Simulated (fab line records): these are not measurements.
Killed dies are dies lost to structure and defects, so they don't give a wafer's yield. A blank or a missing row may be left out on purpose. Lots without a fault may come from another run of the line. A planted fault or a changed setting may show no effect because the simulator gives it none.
The tool behind it: which one? | flow n5Finfet | 12 lots with 36 wafers sampled at 5 steps, on a route of 1938 steps

## WHAT THE GAUGES SHOWED, per wafer
Not one reading of a measure or inspect step in the record can be checked against a usual standard deviation.

## WHICH TOOL RAN EACH LOT (tool, then ch and the chambers of the sampled wafers, then the start)
lot  | N5_BEOL_M13_STRIP_37                | N5_BEOL_M13_DEGAS_41        | N5_BEOL_M13_SPUTTER_44      | N5_BEOL_M13_ANNEAL_48           | N5_PASSIVATION_PROBE_49
L749 | plasmaAsher-02 ch 0,1, day 11 07:51 | pvdSputter-01, day 11 10:46 | pvdSputter-01, day 11 10:57 | rtpAnneal-02 ch 0, day 11 11:43 | -
L747 | plasmaAsher-02 ch 0,1, day 11 08:17 | pvdSputter-02, day 11 10:53 | pvdSputter-02, day 11 11:02 | rtpAnneal-02 ch 0, day 11 12:29 | -
L748 | plasmaAsher-01 ch 0,1, day 11 08:35 | pvdSputter-02, day 11 11:22 | pvdSputter-02, day 11 11:31 | rtpAnneal-02 ch 0, day 11 13:29 | -
L752 | plasmaAsher-02 ch 0,1, day 12 07:56 | pvdSputter-03, day 12 10:34 | pvdSputter-03, day 12 10:44 | rtpAnneal-02 ch 0, day 12 11:05 | prober-02, day 14 01:29
L753 | plasmaAsher-02 ch 0,1, day 12 15:42 | pvdSputter-03, day 12 16:58 | pvdSputter-03, day 12 17:08 | rtpAnneal-02 ch 0, day 12 17:29 | prober-02, day 14 02:32
L754 | plasmaAsher-01 ch 0,1, day 13 13:55 | pvdSputter-01, day 13 16:05 | pvdSputter-01, day 13 16:14 | rtpAnneal-02, day 13 17:04      | prober-01, day 14 19:01
L758 | plasmaAsher-02 ch 0,1, day 13 15:59 | pvdSputter-03, day 13 16:37 | pvdSputter-03, day 13 16:46 | rtpAnneal-01, day 13 17:13      | prober-01, day 14 23:51
L760 | plasmaAsher-02 ch 0,1, day 14 11:59 | pvdSputter-01, day 14 14:06 | pvdSputter-01, day 14 14:16 | rtpAnneal-01 ch 0, day 14 15:13 | -
L762 | plasmaAsher-02 ch 1, day 15 13:25   | pvdSputter-01, day 15 16:40 | pvdSputter-01, day 15 16:49 | rtpAnneal-02 ch 0, day 15 17:14 | -
L766 | plasmaAsher-02 ch 0,1, day 15 14:08 | pvdSputter-02, day 15 16:50 | pvdSputter-02, day 15 17:00 | rtpAnneal-01 ch 0, day 15 17:26 | prober-01, day 17 01:47
L763 | plasmaAsher-02 ch 0,1, day 15 17:17 | pvdSputter-02, day 15 20:13 | pvdSputter-02, day 15 20:23 | rtpAnneal-02 ch 0, day 15 20:44 | prober-01, day 17 07:48
L767 | plasmaAsher-01 ch 0,1, day 17 05:46 | pvdSputter-03, day 17 08:19 | pvdSputter-03, day 17 08:28 | rtpAnneal-02 ch 0, day 17 08:55 | -
- N5_BEOL_M13_STRIP_37: strips in N2/H2.
- N5_BEOL_M13_DEGAS_41: time 60 s.
- N5_BEOL_M13_SPUTTER_44: material Ta, target thk 10 nm, time 16.13 s.
- N5_BEOL_M13_ANNEAL_48: time 90 s.
- N5_PASSIVATION_PROBE_49

## AS READ BY THE TOOLS THEMSELVES (means over the sampled wafers that have a number; for cases with no such wafer, the mark the record gives instead)
N5_BEOL_M13_STRIP_37. Usual: drypumpMotorCurrentA 5.9 A, standard deviation 0.51; heaterPowerW 376 W, standard deviation 44; oesProductAu 0.784 a.u., standard deviation 0.01.
lot  | tool           | drypumpMotorCurrentA (A) | heaterPowerW (W) | oesProductAu (a.u.) | flag
L749 | plasmaAsher-02 | 6.1                      | 412              | 0.792               | 
L747 | plasmaAsher-02 | 5.9                      | 402              | 0.795               | 
L748 | plasmaAsher-01 | 5.8                      | 327              | 0.789               | 
L752 | plasmaAsher-02 | 6.1                      | 414              | 0.783               | 
L753 | plasmaAsher-02 | 6.2                      | 409              | 0.785               | 
L754 | plasmaAsher-01 | 5.8                      | 327              | 0.784               | 
L758 | plasmaAsher-02 | 6.1                      | 419              | 0.780               | 
L760 | plasmaAsher-02 | 6.1                      | 410              | 0.782               | 
L762 | plasmaAsher-02 | 6.4                      | 425              | 0.784               | 
L766 | plasmaAsher-02 | 6.1                      | 415              | 0.778               | 
L763 | plasmaAsher-02 | 6.1                      | 413              | 0.778               | 
L767 | plasmaAsher-01 | 5.4                      | 325              | 0.783               | 

N5_BEOL_M13_DEGAS_41. Usual: heaterPowerW reads 327 W (standard deviation 33).
lot  | tool          | heaterPowerW (W) | flag
L749 | pvdSputter-01 | 346              | 
L747 | pvdSputter-02 | 324              | 
L748 | pvdSputter-02 | 342              | 
L752 | pvdSputter-03 | 320              | 
L753 | pvdSputter-03 | 324              | 
L754 | pvdSputter-01 | 300              | 
L758 | pvdSputter-03 | 365              | 
L760 | pvdSputter-01 | 299              | 
L762 | pvdSputter-01 | 302              | 
L766 | pvdSputter-02 | 326              | 
L763 | pvdSputter-02 | 343              | 
L767 | pvdSputter-03 | 322              | 

N5_BEOL_M13_SPUTTER_44. Usual: throttleValvePct reads 30.1 % (standard deviation 0.74).
lot  | tool          | throttleValvePct (%) | flag
L749 | pvdSputter-01 | 30.2                 | 
L747 | pvdSputter-02 | 30.4                 | 
L748 | pvdSputter-02 | 30.4                 | 
L752 | pvdSputter-03 | 30.3                 | 
L753 | pvdSputter-03 | 29.5                 | 
L754 | pvdSputter-01 | 30.3                 | 
L758 | pvdSputter-03 | 29.1                 | 
L760 | pvdSputter-01 | 30.7                 | 
L762 | pvdSputter-01 | 30.4                 | 
L766 | pvdSputter-02 | 30.3                 | 
L763 | pvdSputter-02 | 30.4                 | 
L767 | pvdSputter-03 | 29.8                 | 

N5_BEOL_M13_ANNEAL_48. Usual: annealTempC 225.01 C, standard deviation 0.19; annealTempCMax 226.1, standard deviation 0.45; wafer_temp_C_max 226.6, standard deviation 0.65.
lot  | tool         | annealTempC (C) | annealTempCMax | wafer_temp_C_max | flag
L749 | rtpAnneal-02 | 225.09          | 226.8          | 227.1            | 
L747 | rtpAnneal-02 | 225.15          | 226.4          | 227.1            | 
L748 | rtpAnneal-02 | 225.02          | 226.3          | 226.9            | 
L752 | rtpAnneal-02 | 225.00          | 226.4          | 226.8            | 
L753 | rtpAnneal-02 | 225.13          | 226.4          | 227.0            | 
L754 | rtpAnneal-02 | -               | -              | -                | OFF
L758 | rtpAnneal-01 | -               | -              | -                | OFF
L760 | rtpAnneal-01 | 224.93          | 225.4          | 225.8            | 
L762 | rtpAnneal-02 | 225.04          | 226.5          | 227.0            | 
L766 | rtpAnneal-01 | 225.07          | 225.5          | 225.8            | 
L763 | rtpAnneal-02 | 225.05          | 226.5          | 226.9            | 
L767 | rtpAnneal-02 | 224.79          | 226.3          | 227.1            | 

N5_PASSIVATION_PROBE_49. Usual: defectLimitedYield 91.3 %, standard deviation 1.7; killed_at_M0_to_M3 33, standard deviation 11; killed_at_M4_up 14, standard deviation 5.5; killedAtContacts 13, standard deviation 6.5; killedAtFrontEnd 39, standard deviation 13; killedAtOther 3.4, standard deviation 2.9; killedDies 103, standard deviation 20; killedOpen 69, standard deviation 15; killedShort 32, standard deviation 8.1; sort_bin_5_function 5.1 %, standard deviation 1.1; sort_bin_6_memory 3.3 %, standard deviation 0.74; sortNPass 1077, standard deviation 20; sortYieldPct 91.3 %, standard deviation 1.7.
lot  | tool      | defectLimitedYield (%) | killed_at_M0_to_M3 | killed_at_M4_up | killedAtContacts | killedAtFrontEnd | killedAtOther | killedDies | killedOpen | killedShort | sort_bin_5_function (%) | sort_bin_6_memory (%) | sortNPass | sortYieldPct (%) | flag
L752 | prober-02 | 88.3                   | 48                 | 19              | 16               | 53               | 2.3           | 138        | 96         | 39          | 6.8                     | 4.3                   | 1042      | 88.3             | 
L753 | prober-02 | 93.9                   | 26                 | 17              | 2                | 24               | 3.0           | 72         | 50         | 21          | 3.4                     | 2.5                   | 1108      | 93.9             | 
L754 | prober-01 | 91.0                   | 34                 | 15              | 12               | 41               | 5.0           | 107        | 74         | 32          | 5.4                     | 3.2                   | 1073      | 91.0             | 
L758 | prober-01 | 92.1                   | 45                 | 11              | 12               | 24               | 2.0           | 94         | 64         | 29          | 4.8                     | 2.9                   | 1086      | 92.1             | 
L766 | prober-01 | 90.8                   | 30                 | 9               | 17               | 45               | 7.3           | 109        | 73         | 34          | 5.3                     | 3.5                   | 1071      | 90.8             | 
L763 | prober-01 | 90.5                   | 35                 | 15              | 15               | 43               | 3.7           | 112        | 70         | 39          | 5.5                     | 3.6                   | 1068      | 90.5             | 

## THE ANSWER, worked out from the rows above alone
Rule: take the mean of a lot's wafers that have a number; if it is more than 3 standard deviations from the usual mean, the lot is off. Also off: a lot with no number at a reading for which 4 or more lots have one. The other lots that the step has rows for count as sound. Order of review: gauges by route order, followed by the tools' own readings, for which a lot's mean as printed above is used. The first step at which some lot is off is used, and at that step the reading that is off furthest; a lot without a number counts as furthest.
Off: L754, L758, at N5_BEOL_M13_ANNEAL_48 (annealTempC). Without a number there: L754, L758.
A tool fits if, at that step or a process step before it, it ran every lot that is off, and no sound lot after the first of them. No candidate that was tried fits.

## WHAT THE SIMULATOR HAD INSERTED
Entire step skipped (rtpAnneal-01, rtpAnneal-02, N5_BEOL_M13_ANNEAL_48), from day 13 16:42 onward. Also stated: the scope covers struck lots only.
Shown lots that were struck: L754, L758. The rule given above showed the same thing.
